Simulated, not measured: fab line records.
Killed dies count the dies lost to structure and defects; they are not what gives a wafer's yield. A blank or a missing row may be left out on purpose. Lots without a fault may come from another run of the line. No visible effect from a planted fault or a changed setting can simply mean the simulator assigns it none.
Matching of chambers + flow nand harc + pecvd-02 running NHARC_P_M0_DEP_32: 3 sister chambers
The step deposits SiCN, target thk 30 nm. 3 wafers are shown with their chamber, then 7 later ones without.

WAFERS WITH THEIR CHAMBER
| wafer  | chamber | heater power w (W) |
|--------|---------|--------------------|
| L724.1 | 0       | 706                |
| L732.4 | 2       | 558                |
| L732.5 | 1       | 545                |

WAFERS WITH NO CHAMBER GIVEN
| wafer  | heater power w (W) |
|--------|--------------------|
| L732.6 | 665                |
| L735.2 | 607                |
| L735.3 | 556                |
| L735.5 | 559                |
| L736.1 | 496                |
| L736.4 | 566                |
| L736.6 | 489                |

CHAMBER TAKEN BY EACH
| wafer  | from the rows above          | in truth |
|--------|------------------------------|----------|
| L732.6 | can't be placed: 0 or 2      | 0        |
| L735.2 | can't be placed: 2 or 1 or 0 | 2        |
| L735.3 | can't be placed: 2 or 1      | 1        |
| L735.5 | can't be placed: 2 or 1      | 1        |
| L736.1 | can't be placed: 1 or 2      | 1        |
| L736.4 | can't be placed: 2 or 1      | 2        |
| L736.6 | can't be placed: 1 or 2      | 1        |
Correctly placed: 0 of 7. Cannot be placed on the basis of these rows: 7; the candidates contain the true chamber in 7. Number placed wrongly: 0.
How it was worked out, from the rows above alone: a wafer's distance from a chamber is the root of the sum, over the readings, of the square of ((its reading less the chamber's mean) divided by the reading's scatter). If the next closest chamber is less than 2 further off than the closest, the wafer can't be placed; otherwise it belongs to the closest. The mean given for a chamber averages the wafers shown for that chamber. The scatter (one wafer shown for each chamber): square how far every hidden wafer sits from the nearest shown wafer, average those squares and take the square root.
